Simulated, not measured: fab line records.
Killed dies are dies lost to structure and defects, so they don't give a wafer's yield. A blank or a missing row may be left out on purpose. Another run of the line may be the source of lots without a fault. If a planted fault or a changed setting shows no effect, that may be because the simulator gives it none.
Chamber matching	flow nand harc	pecvd-03 running NHARC_P_M0_DEP_32: 3 sister chambers
The step deposits SiCN, target thk 30 nm. 3 wafers are shown with their chamber, then 12 later ones without.

## EACH WAFER AND ITS CHAMBER
wafer	chamber	heater power w (W)
L084.5	2	641
L087.3	0	591
L087.5	1	519

## WAFERS WHOSE CHAMBER IS MISSING
wafer	heater power w (W)
L090.3	517
L090.4	621
L090.5	513
L092.1	490
L092.5	481
L092.6	550
L094.3	582
L094.4	435
L094.5	597
L095.1	465
L095.2	514
L095.5	456

## WHICH CHAMBER EACH WENT THROUGH
wafer	from the rows above	in truth
L090.3	can't be placed: 1 or 0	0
L090.4	can't be placed: 2 or 0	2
L090.5	can't be placed: 1 or 0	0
L092.1	can't be placed: 1 or 0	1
L092.5	can't be placed: 1 or 0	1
L092.6	can't be placed: 1 or 0 or 2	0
L094.3	can't be placed: 0 or 2 or 1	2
L094.4	can't be placed: 1 or 0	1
L094.5	can't be placed: 0 or 2 or 1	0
L095.1	can't be placed: 1 or 0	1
L095.2	can't be placed: 1 or 0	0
L095.5	can't be placed: 1 or 0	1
Placed correctly: 0 of 12. These rows do not allow placing 12 (true chamber among the candidates in 12). Wrongly placed: 0.
How it was worked out, from the rows above alone: a wafer's distance from a chamber is the root of the sum, over the readings, of the square of ((its reading less the chamber's mean) divided by the reading's scatter). The wafer belongs to the nearest chamber; if the next one is less than 2 further off, it can't be placed. The mean given for a chamber averages the wafers shown for that chamber. The scatter (one wafer shown for each chamber): square how far every hidden wafer sits from the nearest shown wafer, average those squares and take the square root.
